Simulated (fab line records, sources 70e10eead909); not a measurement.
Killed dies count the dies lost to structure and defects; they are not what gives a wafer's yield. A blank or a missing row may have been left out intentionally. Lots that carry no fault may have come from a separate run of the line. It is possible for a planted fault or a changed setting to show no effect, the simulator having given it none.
Which tool was responsible? ; flow nandHarc ; Sampling: 7 lots, 21 wafers, 3 of 1159 route steps

== WHAT THE GAUGES READ, wafer by wafer ==
NHARC_P_M2_CD_MEAS_09: the cd target is 170 nm.
lot;measured;on;cdNm (nm)
L696;day 6 19:25;cdSem-02;170.0 170.0 170.5
L700;day 7 01:41;cdSem-02;170.1 169.0 170.2
L701;day 7 18:22;cdSem-03;170.6 170.7 169.9
L706;day 8 22:03;cdSem-02;169.5 168.9 169.4
L710;day 10 05:55;cdSem-01;170.1 170.1 169.7
L712;day 10 14:58;cdSem-01;170.5 169.8 170.6
L716;day 11 09:01;cdSem-01;197.3 198.1 197.9

== WHICH TOOL RAN EACH LOT (tool, then ch and the chambers of the sampled wafers, then the start) ==
lot;NHARC_P_M1_DEP_33;NHARC_P_M2_PEB_07
L696;pecvd-04 ch 0,1,2, day 6 18:17;lithoTrack-06 ch 0, day 6 19:19
L700;pecvd-01 ch 1,2, day 7 00:20;lithoTrack-01 ch 0, day 7 01:37
L701;pecvd-03 ch 0,2, day 7 17:08;lithoTrack-04 ch 0, day 7 18:17
L706;pecvd-04 ch 0,2, day 8 20:40;lithoTrack-01 ch 0, day 8 21:58
L710;pecvd-04 ch 1,2, day 10 04:40;lithoTrack-06 ch 0, day 10 05:50
L712;pecvd-03 ch 1,2, day 10 13:46;lithoTrack-06 ch 0, day 10 14:53
L716;pecvd-03 ch 0,2, day 11 07:25;lithoTrack-06 ch 0, day 11 08:56
- NHARC_P_M1_DEP_33: deposits SiCN, target thk 30 nm.
- NHARC_P_M2_PEB_07: peb time 65 s.

== THE ANSWER, worked out from the rows above alone ==
Rule: the usual values come from the lots themselves. The widest of any qualifying gaps counts: lots, ordered by their means at a reading, are off when they make up no more than a third of the lots, leave a main group of 4 or more, and stand apart from it by 3 or more times the standard deviation of that group's means. A main group whose means are all the same, to the digits that the tables above print for the reading, isn't used. Also off: a lot with no number at a reading for which 4 or more lots have one. Any other lot the step has rows for is counted as sound.
Off: L716 (NHARC_P_M2_CD_MEAS_09, cdNm). Main group: mean 170.0 nm, sd 0.38.
If a tool, at a process step before that reading, ran all the lots that are off and no sound lot after the first of them, it fits. Gauges at NHARC_P_M2_CD_MEAS_09: tried the same way as those tools. Can't be told from this: 3 tools fit, pecvd-03 at NHARC_P_M1_DEP_33, lithoTrack-06 at NHARC_P_M2_PEB_07, cdSem-01 at NHARC_P_M2_CD_MEAS_09.

== WHAT THE SIMULATOR HAD PUT IN ==
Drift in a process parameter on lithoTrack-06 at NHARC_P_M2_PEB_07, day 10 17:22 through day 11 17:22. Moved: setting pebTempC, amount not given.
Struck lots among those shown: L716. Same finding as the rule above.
